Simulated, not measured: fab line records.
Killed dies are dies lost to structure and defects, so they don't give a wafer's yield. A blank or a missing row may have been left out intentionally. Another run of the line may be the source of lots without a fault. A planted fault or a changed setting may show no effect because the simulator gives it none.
Struck lot and sound lot, side by side ; flow n5-finfet ; 36 steps out of a route of 1938
Sound: the wafers L412.3, L412.4. Struck: wafers L406.2, L406.4, L406.6. Last of all comes the cause.
At each step with rows: each side's tool, then ch and its chambers, then its first start. Under that, the readings that differ: sound wafers ; struck wafers ; difference of the means ; sigmas: that difference in standard deviations of wafers without a fault.
alike: readings whose means differ by less than 2 such deviations, and words and numbers that are the same on both sides. not compared: withheld readings, readings that some wafer has no value for, bounds like >300 that may hide the same value, and numbers for which the record gives no deviation and whose values overlap.
A row with sigmas, a row that says differs or no value, or rows on one side alone: a step with any of these is where the two part. Numbers that don't overlap but have no deviation are shown without sigmas and don't part them. Lack of a reading on every wafer of one side parts them only where that side has two or more wafers.

first, 11 steps without rows for these wafers: N5_BEOL_M0_CUTY_STRIP_64 (strips in N2/H2); N5_BEOL_M0_ETCH_138 (etches SiCN in CH3F/O2, target depth 12 nm, time 31.6 s); N5_BEOL_M0_HM_OPEN_105 (chemistry Cl2/BCl3, target TiN, target depth 12 nm); N5_BEOL_M0_STRIP_140 (strips in CF4); N5_BEOL_M0_STRIP_104 (strips in N2/H2); N5_BEOL_M0_WET_ETCH_106 (etches SiO2 in DHF, target depth 130 nm, rinse time 30 s); N5_BEOL_M0_ETCH_128 (etches SiCN in CF4/N2, target depth 12 nm, overetch 5.1 nm, time 21.4 s); N5_BEOL_M0_TRENCH_ETCH_107 (etches SiOC in C4F6/O2, target depth 32.8 nm, time 16.4 s); N5_BEOL_M0_STRIP_142 (strips in N2/H2, time 10 s); N5_BEOL_M0_HM_STRIP_129 (strips TiN in peroxide tin strip, target depth 17 nm, time 108 s); N5_BEOL_M0_SRD_130 (time 30 s).
N5_BEOL_M0_ETCH_109: etches SiCN in CH3F/O2, target depth 8 nm, overetch 2.4 nm, time 27.4 s.
  sound on rie-diel-03 ch 1, day 10 03:46; struck on rie-diel-03 ch 0,2,3, day 8 12:18
  no value came back on the struck wafers for any of 8 readings (CH3F_flow_sccm (sccm), O2_flow_sccm (sccm) and others); on the sound wafers CH3F_flow_sccm (sccm) reads 30.05 30.01
reading;sound;struck;difference;sigmas
model.SiOC_of_BEOL_M0_SAQP_ILD_DEP_01.thk-nm (nm);41 43.2;44.6 46.6 45;+3.3;
  not compared: rf-hours-counter-h
then, 16 steps without rows for these wafers: N5_BEOL_M0_STRIP_139 (strips in post etch residue remover, time 60 s); N5_BEOL_M0_SRD_111 (time 30 s); N5_BEOL_M0_DEGAS_112 (time 60 s); N5_BEOL_M0_PRE_CLEAN_113 (time 30 s); N5_BEOL_M0_ALD_136 (deposits TaN, pulse time 2 s, purge time 3 s, co reactant purge time 2 s); N5_BEOL_M0_SURFACE_TREAT_137; N5_BEOL_M0_CVD_115 (deposits Co from CCTBA/H2, time 120 s); N5_BEOL_M0_SPUTTER_116 (material Cu, target thk 4 nm, time 7.37 s); N5_BEOL_M0_ANNEAL_117 (time 60 s); N5_BEOL_M0_SPUTTER_132 (material Cu, target thk 4 nm, time 7.37 s); N5_BEOL_M0_ANNEAL_133 (time 60 s); N5_BEOL_M0_SPUTTER_134 (material Cu, target thk 4 nm, time 7.37 s); N5_BEOL_M0_ANNEAL_135 (time 60 s); N5_BEOL_M0_SPUTTER_141 (material Cu, target thk 4 nm, time 7.37 s); N5_BEOL_M0_ECD_118 (material Cu, target thk 300 nm); N5_BEOL_M0_ANNEAL_119 (time 90 s).
N5_BEOL_M0_CMP_120: polishes, stops on SiOC, t overpolish 6.9 s.
  sound on cmp-03 ch 1,2, day 10 11:20; struck on cmp-03 ch 1,2, day 8 16:12
reading;sound;struck;difference;sigmas
model.SiOC_of_BEOL_M0_SAQP_ILD_DEP_01.thk-nm (nm);38 40;41.4 43.4 42;+3.3;
  alike: motor-current-A
then, 4 steps without rows for these wafers: N5_BEOL_M0_PRE_CLEAN_131 (time 15 s); N5_BEOL_M0_CO_CAP_123 (material Co, precursor CCTBA/H2, target thk 2 nm, time 102.1 s); N5_BEOL_M0_PRE_CLEAN_124 (time 15 s); N5_BEOL_M0_DEP_125 (deposits SiCN from 3MS/NH3, target thk 8 nm, time 14 s).
N5_BEOL_M0_RS_MEAS_126: uses a four-point probe to measure.
  sound on film-metro-01, day 10 11:53; struck on film-metro-01, day 8 16:45
reading;sound;struck;difference;sigmas
M0_RS (ohm/sq);0.579 0.554;0.635 0.624 0.636;+0.065;+3
N5_BEOL_M4_RC_MEAS_101:
  the record has rows for the sound wafers here (prober-02 ch 0, day 12 01:55) and none for the struck ones
-- here the record skips 7 days between the struck wafers' starts before and after, leaving off in module BEOL_M4 and picking up in module PASSIVATION (first step shown: number 1936 of the route) --
N5_PASSIVATION_PROBE_49:
  sound on prober-02, day 17 20:56; struck on prober-02, day 15 12:15
reading;sound;struck;difference;sigmas
defect-limited-yield (%);91.8 91.4;0 0 0;-92;-61
killed_at_M0_to_M3;46 46;1118 1119 1116;+1072;+99 or more
killed-dies;97 101;1180 1180 1180;+1081;+60
killed-on-rim;9 11;152 152 152;+142;+35
sort_bin_4_leakage (%);0.25 0;0 0 0;+0;-5
sort_bin_5_function (%);5.4 5.3;96.9 96.9 96.8;+91.5;+92
sort-n-pass;1080 1079;0 0 0;-1080;-60
sort-yield-pct (%);91.5 91.4;0 0 0;-91;-61
  alike: killed_at_M4_up, killed-at-contacts, killed-at-front-end, killed-at-other, killed-open, killed-short, sort_bin_6_memory

## WHERE THEY PART
At N5_BEOL_M0_ETCH_109 first; at N5_PASSIVATION_PROBE_49 last (within this record only).

WHY: what the simulator had put in
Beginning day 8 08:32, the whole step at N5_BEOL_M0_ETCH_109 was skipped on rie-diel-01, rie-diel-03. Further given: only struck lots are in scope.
